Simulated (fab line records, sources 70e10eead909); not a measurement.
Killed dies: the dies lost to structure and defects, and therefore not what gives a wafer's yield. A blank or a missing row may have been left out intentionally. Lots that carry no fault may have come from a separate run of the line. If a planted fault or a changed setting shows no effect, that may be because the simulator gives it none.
Matching of chambers    flow nand_harc    NHARC_A_STAIRCASE_ALD_415 on ald_hk-01: 4 sister chambers
The step deposits SiO2, target thk 30 nm, pulse time 6 s, ald cycles 300. 18 wafers are shown with their chamber, then 9 later ones without.

## EACH WAFER AND ITS CHAMBER
wafer   chamber  heater_power_outer_w (W)  heater_power_w (W)  precursor_pulse_height_rel
L075.1  0        237                       454                 0.990
L075.4  3        245                       459                 1.008
L075.5  3        261                       456                 1.013
L078.1  1        318                       564                 1.007
L078.4  0        240                       441                 0.980
L078.6  3        259                       464                 1.001
L079.1  0        234                       445                 1.003
L079.2  3        249                       459                 0.979
L079.4  2        246                       445                 1.001
L080.4  1        317                       566                 0.988
L080.5  0        234                       451                 0.997
L080.6  3        255                       441                 0.976
L081.2  3        258                       446                 0.996
L081.5  0        237                       449                 1.049
L081.6  1        324                       595                 0.983
L087.2  3        250                       441                 0.987
L087.4  0        232                       448                 1.000
L087.5  3        246                       446                 1.015

SIGNATURES, as means of the wafers listed above
reading                     chamber 0  chamber 1  chamber 2  chamber 3  scatter within a chamber
heater_power_outer_w        235.67     319.67     246.00     252.88     4.91
heater_power_w              448.00     575.00     445.00     451.50     9.55
precursor_pulse_height_rel  1.00317    0.99267    1.00100    0.99687    0.0184
Rule: a wafer's distance from a chamber is the root of the sum, over the readings, of the square of ((its reading less the chamber's mean) divided by the reading's scatter). If the next closest chamber is less than 2 further off than the closest, the wafer can't be placed; otherwise it belongs to the closest. The scatter is the square root of a quotient: the sum, over the shown wafers, of each reading's squared deviation from its chamber's mean, divided by wafers minus chambers.

## WAFERS MISSING THEIR CHAMBER
wafer   heater_power_outer_w (W)  heater_power_w (W)  precursor_pulse_height_rel
L089.1  259                       449                 0.991
L089.2  249                       446                 0.991
L089.3  321                       567                 1.022
L091.3  247                       442                 0.991
L091.4  235                       457                 0.992
L091.6  324                       568                 0.956
L095.1  229                       454                 0.959
L095.2  312                       568                 1.005
L095.5  315                       563                 1.005

## THE CHAMBER EACH PASSED THROUGH
wafer   from the rows above           in truth
L089.1  can't be placed: 3 or 2       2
L089.2  can't be placed: 2 or 3 or 0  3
L089.3  1                             1
L091.3  can't be placed: 2 or 3 or 0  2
L091.4  can't be placed: 0 or 2       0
L091.6  1                             1
L095.1  can't be placed: 0 or 2       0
L095.2  1                             1
L095.5  1                             1
Correct placement for 4 of the 9. Can't be placed from these rows: 5 (the true chamber is among the candidates in 5). 0 placed wrongly.
